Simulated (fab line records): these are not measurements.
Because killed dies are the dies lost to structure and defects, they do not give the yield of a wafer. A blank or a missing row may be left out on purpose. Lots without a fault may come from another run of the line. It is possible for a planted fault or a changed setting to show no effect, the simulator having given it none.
fab line records	flow n5_finfet
[record] lots = 7	wafers = 39
route steps=1938 shown ZERO_LAYER@11 FIN_SAQP@138 SD_EPI_P@321 GATE_CUT@467 MOL_CONTACT_COAG@542 BEOL_M1@753 BEOL_M3@1008 BEOL_M5@1160 BEOL_M7@1329 BEOL_M9@1446 BEOL_M12@1650 BEOL_M14@1753 BEOL_M15@1830
start_h: hours from the record's first day to the start of the lot's first wafer shown	wait_h: how many hours have passed since the lot's step before this one	" identical to the entry in the row above	L1.1+2: several wafers, shown together as one row	- no value present, or no start provided	* or withheld: withheld	< > ~ a bound
route shown NAME@n: names a module that has steps shown in the file, with the first one's number in the route	usual: mean/standard deviation of fault-free wafers	same: alike in all rows	chamber/n: place in a boat	sites: each site's reading	_std_site: standard deviation of those values	_edge_site: the outer-site mean with the inner-site mean subtracted	radius_mm: how far each site lies from the wafer's centre	mask NAME#n: copy n	behind: tool/chamber where the wafer was last shaped	hold: why the lot was held/for how many hours/how that ended	device: names the non-switching transistor (n, p or np)	end of line: the same wafers' tests at the end of the route	for a step that has no rows: nothing shown but its recipe	killed: the dies lost at the first sort to structure and to defects; this is not the yield of the wafer	map: a wafer's dies, x killed, . not, _ none there
set.NAME: the setting as run; set.NAME@STEP: as run at that earlier step	model.NAME: the simulator's own value behind a step, which no gauge read
lots with deliberately changed settings; one table per step, one row per wafer
[[steps]]
[step N5_ZERO_LAYER_DEVELOP_10]
[recipe] develop_time_s = 60	rinse_liquid = diw	dry = air_spin	dev_temp_c = 21
[step N5_FIN_SAQP_SPACER2_ALD_28]
[recipe] material = SiO2	target_thk_a = 81	temp_c = 300	ald_precursor_family = BDEAS	ald_co_reactant = O2-plasma	pulse_time_s = 1	purge_time_s = 2	co_reactant_purge_time_s = 2	pressure_torr = 2
[step N5_SD_EPI_P_EPI_21]
[recipe] material = SiGe:B	dopant = B	temp_c = 550	pressure_torr = 20	ambient = H2	time_s = 355
[step N5_GATE_CUT_ETCHBACK_30]
[recipe] chemistry = Cl2/Ar	target = TiN	target_depth_a = 30	mode = isotropic	pressure_mtorr = 10	icp_w = 600	bias_w = 60	Cl2_flow_sccm = 40	Ar_flow_sccm = 60
[step N5_MOL_CONTACT_COAG_PRECLEAN_111]
[recipe] chemistry = NF3:NH3	afs_cycles = 1	temp_c = 30	time_s = 20	sublimation_temp_c = 180	sublimation_time_s = 60	pressure_torr = 3	rf_power_w = 30
[step N5_BEOL_M1_PECVD_72]
[recipe] material = SiO2	target_thk_a = 160	temp_c = 400	precursor = TEOS/O2	pressure_torr = 5.5	rf_w = 450	teos_flow_sccm = 53.8	gas = O2	flow_sccm = 3000	time_s = 18
[step N5_BEOL_M1_SPUTTER_94]
[recipe] material = Cu	target_thk_a = 45	temp_c = -20	chamber_pressure_pa = 0.07	power_w = withheld	time_s = 8.29
[step N5_BEOL_M3_SPUTTER_94]
[step N5_BEOL_M5_TRENCH_ETCH_37]
[recipe] chemistry = C4F6/O2	target_depth_a = 716.52	target = SiCOH_lowk	time_s = 24.7	ion_energy_ev = 250	pressure_mtorr = 30	source_w = 345	bias_w = 185	Ar_flow_sccm = 300	C4F6_flow_sccm = 10	O2_flow_sccm = 10
[step N5_BEOL_M7_DEP_56]
[recipe] material = SiCN	target_thk_a = 100	temp_c = withheld	precursor = 3MS/NH3	pressure_torr = 3	rf_w = 202	time_s = 17.5
[step N5_BEOL_M9_TRENCH_ETCH_37]
[recipe] chemistry = C4F6/O2	target_depth_a = 1514.3	target = SiCOH_lowk	time_s = 49	ion_energy_ev = 250	pressure_mtorr = 30	source_w = 345	bias_w = 185	Ar_flow_sccm = 300	C4F6_flow_sccm = 10	O2_flow_sccm = 10
[step N5_BEOL_M12_SPUTTER_45]
[recipe] material = Cu	target_thk_a = 800	temp_c = -20	bias_v = 60	power_w = 26000	chamber_pressure_pa = 0.13	time_s = 13.33
[step N5_BEOL_M14_TRENCH_ETCH_34]
[recipe] chemistry = C4F8/O2/Ar	target = SiO2	target_depth_a = 5566.5	mask_material = SOC	he_inner_torr = 15	he_outer_torr = 30	time_s = 126.9	ion_energy_ev = 800	pressure_mtorr = 20	source_w = 1905	bias_w = 2040	Ar_flow_sccm = 400	C4F8_flow_sccm = 16	O2_flow_sccm = 12
[step N5_BEOL_M15_RC_MEAS_101]
[usual] SERP_M14 = 0.160/0.0046	SERP_M5 = 39.4/1.9
lot.wafer	tool	chamber	start_h	wait_h	set.develop_time_s@ZERO_LAYER_DEVELOP_10	set.target_thk_a@FIN_SAQP_SPACER2_ALD_28	set.time_s@SD_EPI_P_EPI_21	set.target_depth_a@GATE_CUT_ETCHBACK_30	set.time_s@MOL_CONTACT_COAG_PRECLEAN_111	set.time_s@BEOL_M1_PECVD_72	set.time_s@BEOL_M1_SPUTTER_94	set.target_thk_a@BEOL_M3_SPUTTER_94	set.target_depth_a@BEOL_M5_TRENCH_ETCH_37	set.time_s@BEOL_M7_DEP_56	set.target_depth_a@BEOL_M9_TRENCH_ETCH_37	set.target_thk_a@BEOL_M12_SPUTTER_45	set.time_s@BEOL_M14_TRENCH_ETCH_34	SERP_M14[ohm/um]	SERP_M5[ohm/um]
L079.1	prober-01	0	306.35	0.0	60	81	355	30	20	18	5.459	31.06	716.52	13.68	1514.3	948.1	77.55	0.262	37.9
L079.2	"	0	"	"	73.99	102	355	22.72	20	18	8.29	45	981.7	13.68	1514.3	948.1	126.9	0.162	26.3
L079.3	"	0	"	"	73.99	81	355	22.72	28.05	11.87	5.459	45	981.7	17.5	1514.3	800	77.55	0.262	26.4
L079.4	"	0	"	"	73.99	81	355	30	20	11.87	8.29	45	716.52	17.5	1514.3	800	126.9	0.153	38.6
L079.5	"	0	"	"	60	102	355	22.72	28.05	18	5.459	31.06	716.52	17.5	1514.3	948.1	126.9	0.160	41.7
L079.6	"	0	"	"	60	102	355	30	28.05	11.87	8.29	31.06	981.7	13.68	1514.3	800	77.55	0.262	25.8
L078.1	prober-02	0	341.95	0.0	33.2	81	355	30	20	18	9.918	45	966.9	21.8	1099	800	198.5	0.097	27.7
L078.2	"	0	"	"	33.2	81	355	30	20	18	9.918	53.91	966.9	17.5	1514.3	800	126.9	0.157	26.7
L078.3	"	0	"	"	60	81	355	30	20	18	8.29	53.91	716.52	21.8	1099	1264	126.9	0.160	37.9
L078.4	"	0	"	"	60	41.59	355	30	20	18	9.918	45	716.52	17.5	1099	800	198.5	0.099	40.0
L078.5	"	0	"	"	33.2	41.59	355	30	20	18	8.29	53.91	716.52	17.5	1514.3	1264	126.9	0.154	38.1
L078.6	"	0	"	"	60	41.59	355	30	20	18	8.29	45	966.9	21.8	1514.3	1264	198.5	0.100	25.9
L086.1	prober-01	0	352.10	0.0	60	81	355	30	11.27	18	8.29	62.22	1102	27.78	1514.3	1276	126.9	0.165	21.9
L086.2	"	0	"	"	60	48.07	355	42.69	20	14.66	8.29	62.22	1102	17.5	1514.3	1276	126.9	0.161	23.5
L086.3	"	0	"	"	60	48.07	355	42.69	11.27	18	8.29	45	716.52	17.5	1514.3	1276	126.9	0.162	37.3
L086.4	"	0	"	"	60	81	434	30	11.27	14.66	8.29	62.22	716.52	17.5	1514.3	800	126.9	0.160	38.7
L086.5	"	0	"	"	60	81	434	42.69	20	14.66	8.29	45	716.52	27.78	1514.3	800	126.9	0.160	36.2
L086.6	"	0	"	"	60	48.07	434	30	20	18	8.29	45	1102	27.78	1514.3	800	126.9	0.163	22.4
L087.1	prober-02	0	374.88	0.0	50.35	81	355	30	12.54	18	8.29	45	716.52	17.5	1514.3	800	65.83	0.315	39.8
L087.2	"	0	"	"	50.35	106.7	355	20.05	20	18	5.719	45	716.52	20.69	1514.3	1117	126.9	0.158	42.7
L087.3	"	0	"	"	60	106.7	355	20.05	20	18	8.29	27.32	716.52	17.5	1514.3	1117	126.9	0.158	43.6
L087.4	"	0	"	"	50.35	81	355	20.05	12.54	18	8.29	27.32	716.52	20.69	1514.3	800	65.83	0.314	40.1
L087.5	"	0	"	"	60	106.7	355	30	12.54	18	5.719	27.32	716.52	17.5	1514.3	1117	65.83	0.312	41.5
L087.6	"	0	"	"	60	81	355	30	20	18	5.719	45	716.52	20.69	1514.3	800	126.9	0.158	40.2
L090.1	prober-02	0	381.14	0.0	60	81	355	30	20	18	8.29	45	716.52	17.5	1514.3	800	126.9	0.157	38.2
L090.2	"	0	"	"	60	81	355	30	20	18	8.29	45	716.52	17.5	1514.3	800	126.9	0.153	40.0
L090.4	"	0	"	"	60	81	355	30	20	18	8.29	45	716.52	17.5	1514.3	800	126.9	0.155	35.7
L094.1	prober-01	0	393.67	0.0	60	81	355	14.19	20	7.621	8.29	45	716.52	17.5	1817	1154	80.76	0.262	39.4
L094.2	"	0	"	"	78.64	81	355	30	20	18	8.29	45	974.3	17.5	1514.3	1154	126.9	0.155	27.1
L094.3	"	0	"	"	60	46.62	430.8	14.19	20	18	8.29	45	974.3	17.5	1817	800	80.76	0.260	27.3
L094.4	"	0	"	"	78.64	46.62	430.8	30	20	7.621	8.29	30.05	716.52	17.5	1817	1154	126.9	0.159	40.3
L094.5	"	0	"	"	60	46.62	355	30	20	18	8.29	30.05	716.52	17.5	1514.3	800	126.9	0.163	39.8
L094.6	"	0	"	"	78.64	81	430.8	14.19	20	7.621	8.29	30.05	974.3	17.5	1514.3	800	80.76	0.260	25.9
L093.1	prober-02	0	396.97	0.0	60	54.99	355	30	10.71	18	12.36	45	716.52	17.5	2358	494	126.9	0.155	35.4
L093.2	"	0	"	"	60	81	160.5	35.91	20	18	8.29	38.2	716.52	17.5	1514.3	800	126.9	0.154	38.0
L093.3	"	0	"	"	60	81	355	30	20	20.86	12.36	38.2	716.52	17.5	2358	800	58.17	0.354	37.0
L093.4	"	0	"	"	60	54.99	355	35.91	20	18	8.29	45	716.52	17.5	1514.3	494	126.9	0.157	33.9
L093.5	"	0	"	"	60	54.99	160.5	30	10.71	20.86	8.29	45	716.52	17.5	2358	800	58.17	0.361	36.3
L093.6	"	0	"	"	60	81	160.5	35.91	10.71	20.86	12.36	38.2	716.52	17.5	1514.3	494	58.17	0.357	36.8
[[key]]
[split] step = N5_ZERO_LAYER_DEVELOP_10	setting = develop_time_s	stated_as = 60
response none clear
[split] step = N5_FIN_SAQP_SPACER2_ALD_28	setting = target_thk_a	stated_as = 81
response none clear
[split] step = N5_SD_EPI_P_EPI_21	setting = time_s	stated_as = 355
response none clear
[split] step = N5_GATE_CUT_ETCHBACK_30	setting = target_depth_a	stated_as = 30
response none clear
[split] step = N5_MOL_CONTACT_COAG_PRECLEAN_111	setting = time_s	stated_as = 20
response none clear
[split] step = N5_BEOL_M1_PECVD_72	setting = time_s	stated_as = 18
response none clear
[split] step = N5_BEOL_M1_SPUTTER_94	setting = time_s	stated_as = 8.29
response none clear
[split] step = N5_BEOL_M3_SPUTTER_94	setting = target_thk_a	stated_as = 45
response none clear
[split] step = N5_BEOL_M5_TRENCH_ETCH_37	setting = target_depth_a	stated_as = 716.52
[response] step = N5_BEOL_M15_RC_MEAS_101	reading = SERP_M5	slope = -0.333	per = 1%	together_with = all	explained = 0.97
[split] step = N5_BEOL_M7_DEP_56	setting = time_s	stated_as = 17.5
response none clear
[split] step = N5_BEOL_M9_TRENCH_ETCH_37	setting = target_depth_a	stated_as = 1514.3
response none clear
[split] step = N5_BEOL_M12_SPUTTER_45	setting = target_thk_a	stated_as = 800
response none clear
[split] step = N5_BEOL_M14_TRENCH_ETCH_34	setting = time_s	stated_as = 126.9
[response] step = N5_BEOL_M15_RC_MEAS_101	reading = SERP_M14	slope = -0.00255	per = 1%	together_with = all	explained = 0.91
